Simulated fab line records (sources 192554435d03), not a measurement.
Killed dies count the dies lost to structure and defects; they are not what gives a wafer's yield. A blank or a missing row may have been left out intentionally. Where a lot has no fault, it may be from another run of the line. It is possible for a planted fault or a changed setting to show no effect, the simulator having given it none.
Matching of chambers    flow n5_finfet    4 sister chambers for N5_BEOL_M5_ETCH_62 on rie_diel-02
The step etches SOC in N2/H2, target depth 75 nm, overetch 15 nm, time 112.5 s. 16 wafers are shown with their chamber, then 8 later ones without.

## WAFERS, EACH WITH ITS CHAMBER
wafer   chamber  throttle_valve_pct (%)  oes_product_au (a.u.)  drypump_motor_current_A (A)
L075.2  1        17.52                   0.69                   5.2
L075.3  3        17.78                   0.58                   5.4
L075.5  1        17.54                   0.70                   5.2
L077.4  1        17.55                   0.69                   5.2
L077.5  2        17.84                   0.54                   5.8
L077.6  3        17.78                   0.58                   5.4
L078.2  0        18.00                   0.61                   5.0
L078.3  3        17.81                   0.58                   5.5
L078.6  3        17.79                   0.58                   5.5
L080.1  2        17.86                   0.54                   5.7
L080.2  3        17.80                   0.57                   5.5
L080.3  0        18.00                   0.61                   5.0
L080.4  2        17.87                   0.54                   5.7
L080.5  3        17.77                   0.58                   5.5
L080.6  0        18.00                   0.62                   5.0
L081.2  3        17.79                   0.57                   5.5

SIGNATURES, as means of the wafers listed above
reading                  chamber 0  chamber 1  chamber 2  chamber 3  scatter within a chamber
throttle_valve_pct       18.0000    17.5367    17.8567    17.7886    0.013
oes_product_au           0.6133     0.6933     0.5400     0.5771     0.0048
drypump_motor_current_A  5.000      5.200      5.733      5.471      0.0418
Rule: a wafer lies at a distance from a chamber equal to the root of the sum of squares, over the readings, of (its reading less the chamber's mean, divided by the reading's scatter). If the next closest chamber is less than 2 further off than the closest, the wafer can't be placed; otherwise it belongs to the closest. The scatter: take each reading less its chamber's mean, square it, sum over the shown wafers, divide by the number of wafers less the number of chambers, and take the root.

## WAFERS WITH NO CHAMBER GIVEN
wafer   throttle_valve_pct (%)  oes_product_au (a.u.)  drypump_motor_current_A (A)
L081.5  17.99                   0.60                   5.0
L081.6  17.80                   0.58                   5.5
L095.2  18.06                   0.59                   5.0
L095.4  17.59                   0.65                   5.2
L095.5  17.58                   0.65                   5.2
L096.3  17.54                   0.76                   5.7
L096.4  17.86                   0.55                   5.4
L096.6  17.57                   0.75                   5.7

## CHAMBER TAKEN BY EACH
wafer    from the rows above       in truth
L081.5   0                         0
L081.6   3                         3
L095.2   0                         0
L095.4   1                         1
L095.5   1                         1
L096.3   1                         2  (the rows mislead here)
L096.4   can't be placed: 3 or 2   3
L096.6   1                         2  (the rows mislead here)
Correctly placed: 5 of 8. Unplaceable from these rows: 1, with the true chamber sitting among the candidates in 1. Wrongly placed: 2.
